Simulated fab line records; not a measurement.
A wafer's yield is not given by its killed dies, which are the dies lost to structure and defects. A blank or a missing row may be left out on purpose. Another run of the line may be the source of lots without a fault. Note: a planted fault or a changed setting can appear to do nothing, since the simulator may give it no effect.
fab line records -- flow nand-harc
[record] lots = 7, wafers = 21, last-day = 33
route steps=1302 shown P_M2@340 P_BONDPAD@351
lots untouched by any fault: they come from a run of this same line in which no faults occurred
start-h: hours from the record's first day to the start of the lot's first wafer shown -- wait-h: hours from the lot's prior step to this one -- " identical to the entry in the row above -- L1.1+2: several wafers, shown together as one row -- - no value present, or no start provided -- * or withheld: withheld -- < > ~ a bound
route shown NAME@n: names a module that has steps shown in the file, with the first one's number in the route -- usual: mean/standard deviation taken from wafers without a fault -- same: alike in all rows -- chamber/n: place in a boat -- sites: per-site readings -- _std_site: how widely they spread, as a standard deviation -- _edge_site: outer sites' mean less inner sites' -- radius-mm: how far each site lies from the wafer's centre -- mask NAME#n: copy n -- behind: tool/chamber where the wafer was last shaped -- hold: what put the lot on hold/how long, in hours/how the hold closed -- device: the transistor (n, p or np) that didn't switch -- end of line: tests run on the same wafers once the route is complete -- a step with no rows: only its recipe -- killed: count of dies lost to structure and defects at first sort (not the wafer's yield) -- map: a wafer's dies, x killed, . not, _ none there
set.NAME: the setting the step ran with; set.NAME@STEP: the setting that earlier step ran with -- model.NAME: the simulator's own value behind a step, which no gauge read
lots at some steps of the route; a table a step, a row a wafer
services: a tool's chamber out of use, with start hour (start-h, from the record's first day; less than 0 if before it), hours out, and reason
[[steps]]
[step NHARC_P_M2_PVD_20]
[recipe] target-thk-a = 50, bias-v = 168.6, power-w = 15000, chamber-pressure-pa = 0.12, time-s = 8.06, substrate-temp-c = 50, material = TaN
[usual] throttle-valve-pct = 29.8/1.3
lot.wafer,tool,chamber,start-h,wait-h,throttle-valve-pct
L550.3,pvd-sputter-03,-,-,-,29.8
L550.1,pvd-sputter-03,-,-,-,30.1
L550.5,pvd-sputter-03,-,-,-,30.4
L554.2,pvd-sputter-01,-,-,-,30.2
L554.3,pvd-sputter-01,-,-,-,27.8
L554.5,pvd-sputter-01,-,-,-,28.5
L564.1,pvd-sputter-03,-,-,-,31.8
L564.3,pvd-sputter-03,-,-,-,29.0
L564.5,pvd-sputter-03,-,-,-,30.6
L565.4,pvd-sputter-01,-,-,-,29.7
L565.2,pvd-sputter-01,-,-,-,28.2
L565.5,pvd-sputter-01,-,-,-,29.5
L566.4,pvd-sputter-01,-,-,-,28.1
L566.2,pvd-sputter-01,-,-,-,28.6
L566.5,pvd-sputter-01,-,-,-,29.8
L568.2,pvd-sputter-03,-,-,-,31.6
L568.1,pvd-sputter-03,-,-,-,29.0
L568.5,pvd-sputter-03,-,-,-,29.2
L571.4,pvd-sputter-02,-,-,-,27.7
L571.6,pvd-sputter-02,-,-,-,31.0
L571.5,pvd-sputter-02,-,-,-,30.6
[step NHARC_P_M2_PVD_21]
[recipe] target-thk-a = 300, chamber-pressure-pa = 5, power-w = 5000, substrate-temp-c = 30, time-s = 20.49, material = Cu
[usual] throttle-valve-pct = 29.8/1.4
lot.wafer,tool,chamber,start-h,wait-h,throttle-valve-pct
L550.1,pvd-sputter-03,-,-,-,32.8
L550.3,pvd-sputter-03,-,-,-,30.4
L550.5,pvd-sputter-03,-,-,-,32.9
L554.2,pvd-sputter-01,-,-,-,28.7
L554.3,pvd-sputter-01,-,-,-,28.0
L554.5,pvd-sputter-01,-,-,-,28.8
L564.3,pvd-sputter-03,-,-,-,31.7
L564.1,pvd-sputter-03,-,-,-,29.1
L564.5,pvd-sputter-03,-,-,-,31.9
L565.2,pvd-sputter-01,-,-,-,29.9
L565.4,pvd-sputter-01,-,-,-,28.0
L565.5,pvd-sputter-01,-,-,-,28.1
L566.4,pvd-sputter-01,-,-,-,28.3
L566.2,pvd-sputter-01,-,-,-,28.4
L566.5,pvd-sputter-01,-,-,-,28.4
L568.1,pvd-sputter-03,-,-,-,31.9
L568.2,pvd-sputter-03,-,-,-,28.8
L568.5,pvd-sputter-03,-,-,-,30.7
L571.4,pvd-sputter-02,-,-,-,31.7
L571.5,pvd-sputter-02,-,-,-,30.3
L571.6,pvd-sputter-02,-,-,-,28.0
[step NHARC_P_M2_ECD_22]
[recipe] target-thk-a = 4000, bath-temp-c = 25, material = Cu
[step NHARC_P_M2_ANNEAL_31]
[recipe] temp-c = 225, time-s = 90
[step NHARC_P_M2_CMP_23]
[recipe] t-overpolish-s = 20, target-thk-nm = 144.3
[usual] edge-zone-pressure-frac = 1.000/0.0058, motor-current-A = 12.1/1.4, retaining-ring-pressure-frac = 1.000/0.0046, time-to-endpoint-s = 28.1/1.9
lot.wafer,tool,chamber,start-h,wait-h,edge-zone-pressure-frac,motor-current-A,retaining-ring-pressure-frac,time-to-endpoint-s
L550.3,cmp-04,2,137.52,-,0.991,11.0,0.999,25.5
L550.1,cmp-04,3,137.52,-,1.005,10.6,1.006,25.6
L550.5,cmp-04,0,137.52,-,1.002,13.9,1.002,25.2
L554.3,cmp-04,2,174.13,-,0.998,10.5,0.997,27.0
L554.2,cmp-04,1,174.13,-,0.999,13.5,1.000,24.9
L554.5,cmp-04,3,174.13,-,0.988,10.5,1.003,26.6
L564.1,cmp-03,2,276.15,-,0.991,12.2,1.000,30.3
L564.3,cmp-03,0,276.15,-,0.994,10.7,1.002,28.1
L564.5,cmp-03,2,276.15,-,0.993,12.2,1.003,28.2
L565.2,cmp-02,1,286.61,-,1.007,10.1,0.999,27.0
L565.4,cmp-02,3,286.61,-,0.996,12.4,1.006,26.6
L565.5,cmp-02,2,286.61,-,1.002,12.5,0.998,29.5
L566.4,cmp-04,1,296.96,-,1.002,13.9,1.004,30.7
L566.2,cmp-04,3,296.96,-,1.009,10.3,1.002,30.4
L566.5,cmp-04,2,296.96,-,1.009,11.1,1.001,31.1
L568.2,cmp-04,2,321.74,-,1.004,10.6,0.997,25.0
L568.1,cmp-04,3,321.74,-,0.997,10.0,1.001,25.7
L568.5,cmp-04,2,321.74,-,1.001,10.1,0.998,27.6
L571.4,cmp-03,0,345.36,-,1.001,11.3,0.987,29.2
L571.6,cmp-03,2,345.36,-,0.996,12.0,1.003,29.0
L571.5,cmp-03,3,345.36,-,0.994,11.7,0.994,30.8
[step NHARC_P_M2_THK_MEAS_24]
[recipe] thk-meas-gauge = xrf
[usual] thk-nm = 144.3/1.5
lot.wafer,tool,chamber,start-h,wait-h,thk-nm
L550.1,film-metro-01,-,137.78,-,144.8
L550.3,film-metro-01,-,137.78,-,144.6
L550.5,film-metro-01,-,137.78,-,144.1
L554.2,film-metro-02,-,174.45,-,143.7
L554.3,film-metro-02,-,174.45,-,140.9
L554.5,film-metro-02,-,174.45,-,142.7
L564.1,film-metro-02,-,276.45,-,144.6
L564.3,film-metro-02,-,276.45,-,144.3
L564.5,film-metro-02,-,276.45,-,143.9
L565.2,film-metro-02,-,286.92,-,145.2
L565.4,film-metro-02,-,286.92,-,144.0
L565.5,film-metro-02,-,286.92,-,144.2
L566.2,film-metro-01,-,297.28,-,142.7
L566.4,film-metro-01,-,297.28,-,145.0
L566.5,film-metro-01,-,297.28,-,145.0
L568.1,film-metro-01,-,322.06,-,141.9
L568.2,film-metro-01,-,322.06,-,142.2
L568.5,film-metro-01,-,322.06,-,142.1
L571.4,film-metro-01,-,345.62,-,147.3
L571.5,film-metro-01,-,345.62,-,146.1
L571.6,film-metro-01,-,345.62,-,143.8
[step NHARC_P_M2_SRD_25]
[step NHARC_P_M2_INSPECT_27]
[usual] raw-defect-count = 333/140
lot.wafer,tool,chamber,start-h,wait-h,raw-defect-count
L550.1,defect-inspect-02,-,137.93,0.0,369
L550.3,defect-inspect-02,-,137.93,0.0,425
L550.5,defect-inspect-02,-,137.93,0.0,251
L554.2,defect-inspect-01,-,174.60,0.0,114
L554.3,defect-inspect-01,-,174.60,0.0,155
L554.5,defect-inspect-01,-,174.60,0.0,162
L564.1,defect-inspect-02,-,276.60,0.0,225
L564.3,defect-inspect-02,-,276.60,0.0,210
L564.5,defect-inspect-02,-,276.60,0.0,177
L565.2,defect-inspect-01,-,287.08,0.0,224
L565.4,defect-inspect-01,-,287.08,0.0,175
L565.5,defect-inspect-01,-,287.08,0.0,179
L566.2,defect-inspect-01,-,297.43,0.0,199
L566.4,defect-inspect-01,-,297.43,0.0,337
L566.5,defect-inspect-01,-,297.43,0.0,573
L568.1,defect-inspect-02,-,322.22,0.0,675
L568.2,defect-inspect-02,-,322.22,0.0,396
L568.5,defect-inspect-02,-,322.22,0.0,400
L571.4,defect-inspect-01,-,345.77,0.0,141
L571.5,defect-inspect-01,-,345.77,0.0,225
L571.6,defect-inspect-01,-,345.77,0.0,152
[step NHARC_P_M2_PRE_CLEAN_32]
[recipe] time-s = 12, temp-c = 370, rf-power-w = 300, gas = NH3
[usual] heater-power-w = 652/71
lot.wafer,tool,chamber,start-h,wait-h,heater-power-w
L550.1,pecvd-03,2,138.00,0.1,601
L550.3,pecvd-03,0,138.00,0.1,721
L550.5,pecvd-03,0,138.00,0.1,698
L554.3,pecvd-03,0,174.67,0.1,702
L554.2,pecvd-03,2,174.67,0.1,669
L554.5,pecvd-03,2,174.67,0.1,661
L564.3,pecvd-01,2,276.67,0.1,571
L564.1,pecvd-01,1,276.67,0.1,610
L564.5,pecvd-01,1,276.67,0.1,622
L565.2,pecvd-02,1,287.16,0.1,662
L565.5,pecvd-02,0,287.16,0.1,625
L565.4,pecvd-02,2,287.16,0.1,597
L566.2,pecvd-02,2,297.50,0.1,500
L566.4,pecvd-02,0,297.50,0.1,595
L566.5,pecvd-02,1,297.50,0.1,602
L568.2,pecvd-02,2,322.28,0.1,579
L568.1,pecvd-02,0,322.28,0.1,649
L568.5,pecvd-02,0,322.28,0.1,645
L571.4,pecvd-01,0,345.88,0.1,698
L571.5,pecvd-01,1,345.88,0.1,619
L571.6,pecvd-01,2,345.88,0.1,580
[step NHARC_P_M2_DEP_33]
[recipe] target-thk-a = 300, temp-c = 370, target-thk-nm = 30, pressure-torr = 3, flow-sccm = 200, rf-w = 450, material = SiCN
[step NHARC_P_BONDPAD_DEP_00]
[recipe] target-thk-a = 2500, temp-c = 370, target-thk-nm = 250, pressure-torr = 3, flow-sccm = 200, rf-w = 450, material = SiCN
[usual] heater-power-w = 598/74
lot.wafer,tool,chamber,start-h,wait-h,heater-power-w
L550.3,pecvd-02,2,138.54,-,493
L550.1,pecvd-02,0,138.54,-,569
L550.5,pecvd-02,2,138.54,-,489
L554.3,pecvd-01,0,175.21,-,713
L554.2,pecvd-01,1,175.21,-,597
L554.5,pecvd-01,2,175.21,-,534
L564.1,pecvd-02,0,277.16,-,552
L564.3,pecvd-02,1,277.16,-,637
L564.5,pecvd-02,2,277.16,-,498
L565.2,pecvd-03,1,287.64,-,600
L565.5,pecvd-03,1,287.64,-,482
L565.4,pecvd-03,0,287.64,-,665
L566.2,pecvd-02,1,-,-,603
L566.4,pecvd-02,2,-,-,474
L566.5,pecvd-02,0,-,-,553
L568.1,pecvd-02,0,-,-,614
L568.2,pecvd-02,1,-,-,612
L568.5,pecvd-02,0,-,-,607
L571.4,pecvd-03,0,346.48,-,730
L571.6,pecvd-03,1,346.48,-,567
L571.5,pecvd-03,2,346.48,-,653
[step NHARC_P_BONDPAD_CMP_32]
[recipe] target-thk-nm = 200, material = SiCN
[usual] edge-zone-pressure-frac = 1.001/0.0046, motor-current-A = 12.5/0.92, retaining-ring-pressure-frac = 1.000/0.0052
lot.wafer,tool,chamber,start-h,wait-h,edge-zone-pressure-frac,motor-current-A,retaining-ring-pressure-frac
L550.1,cmp-03,3,138.91,-,1.007,11.2,1.000
L550.3,cmp-03,2,138.91,-,0.996,12.1,0.998
L550.5,cmp-03,3,138.91,-,1.004,11.7,0.992
L554.2,cmp-01,3,175.59,-,0.998,12.7,1.002
L554.3,cmp-01,0,175.59,-,1.005,13.6,1.002
L554.5,cmp-01,3,175.59,-,0.996,12.9,1.008
L564.1,cmp-01,2,277.57,-,-,-,-
L564.3,cmp-01,0,277.57,-,-,-,-
L564.5,cmp-01,3,277.57,-,-,-,-
L565.4,cmp-01,3,288.09,-,-,-,-
L565.2,cmp-01,0,288.09,-,-,-,-
L565.5,cmp-01,2,288.09,-,-,-,-
L566.2,cmp-02,3,298.40,-,-,-,-
L566.4,cmp-02,0,298.40,-,-,-,-
L566.5,cmp-02,3,298.40,-,-,-,-
L568.2,cmp-01,3,323.19,-,1.006,13.3,1.000
L568.1,cmp-01,1,323.19,-,1.003,12.8,1.003
L568.5,cmp-01,2,323.19,-,0.995,13.2,1.000
L571.4,cmp-03,2,346.75,-,1.004,12.0,1.002
L571.6,cmp-03,2,346.75,-,1.006,11.2,1.008
L571.5,cmp-03,3,346.75,-,1.003,11.4,1.004
[step NHARC_P_BONDPAD_THK_MEAS_33]
[recipe] thk-meas-gauge = ellipsometry
[usual] thk-nm = 199.8/1.6
lot.wafer,tool,chamber,start-h,wait-h,thk-nm
L550.1,film-metro-01,-,139.16,0.2,200.2
L550.3,film-metro-01,-,139.16,0.2,198.7
L550.5,film-metro-01,-,139.16,0.2,200.0
L554.2,film-metro-02,-,175.82,0.2,200.0
L554.3,film-metro-02,-,175.82,0.2,199.0
L554.5,film-metro-02,-,175.82,0.2,200.6
L564.1,film-metro-01,-,277.82,0.2,248.2
L564.3,film-metro-01,-,277.82,0.2,244.3
L564.5,film-metro-01,-,277.82,0.2,252.2
L565.2,film-metro-02,-,288.29,0.2,249.6
L565.4,film-metro-02,-,288.29,0.2,253.8
L565.5,film-metro-02,-,288.29,0.2,253.6
L566.2,film-metro-02,-,298.63,0.2,247.3
L566.4,film-metro-02,-,298.63,0.2,252.9
L566.5,film-metro-02,-,298.63,0.2,254.0
L568.1,film-metro-02,-,323.41,0.2,198.9
L568.2,film-metro-02,-,323.41,0.2,200.5
L568.5,film-metro-02,-,323.41,0.2,201.0
L571.4,film-metro-01,-,347.00,0.2,201.4
L571.5,film-metro-01,-,347.00,0.2,201.9
L571.6,film-metro-01,-,347.00,0.2,201.3
[step NHARC_P_BONDPAD_SRD_34]
[[services]]
tool,chamber,start-h,hours,kind
pvd-sputter-03,-,118.72,5.7,repair
pecvd-02,-,128.19,1.1,repair
pvd-sputter-03,-,130.04,2.8,repair
pecvd-03,-,142.99,4.5,repair
pvd-sputter-03,-,145.11,1.6,repair
cmp-03,-,159.49,3.0,repair
pvd-sputter-03,-,170.01,10.0,pm
cmp-04,-,171.83,1.8,repair
cmp-01,-,172.94,1.0,repair
cmp-03,-,178.45,4.7,repair
pecvd-03,-,185.04,13.0,pm
cmp-01,-,185.50,4.0,pm
cmp-03,-,200.60,0.8,repair
cmp-04,-,209.13,4.0,pm
cmp-04,-,222.95,1.6,repair
pecvd-02,-,227.27,13.0,pm
cmp-04,-,237.54,0.4,repair
cmp-01,-,242.99,1.1,repair
cmp-03,-,245.98,3.4,repair
pvd-sputter-01,-,247.91,10.0,pm
cmp-03,-,260.44,4.0,pm
pvd-sputter-03,-,260.60,0.8,repair
pvd-sputter-01,-,264.85,1.9,repair
pvd-sputter-01,-,317.25,7.8,repair
[[key]]
[first-sign] step = NHARC_P_BONDPAD_CMP_32, reading = tool-record, direction = missing
[effect] step = NHARC_P_BONDPAD_THK_MEAS_33, reading = thk-nm, direction = up, sigmas = 33, usual = 199.8, struck = 250.7
met-at NHARC_P_BONDPAD_CMP_32
struck-wafers L564.1,L564.3,L564.5,L565.2,L565.4,L565.5,L566.2,L566.4,L566.5
later-rows-left-out L564.1,L564.3,L564.5,L565.2,L565.4,L565.5,L566.2,L566.4,L566.5
sort-left-out L564.1,L564.3,L564.5,L565.2,L565.4,L565.5,L566.2,L566.4,L566.5
onset-between 175.59 277.57
[fault] kind = skipped-step-whole, tool = cmp-01,cmp-02, chamber = -, onset-h = 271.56, steps = NHARC_P_BONDPAD_CMP_32, scope = struck-lots-only
// sort-left-out: the simulated sort isn't trusted on such a fault, so these wafers' sort isn't shown, and their yield isn't known
// later-rows-left-out: the simulator's readings of these wafers behind a module that went badly wrong aren't trusted and aren't shown, but for the sort
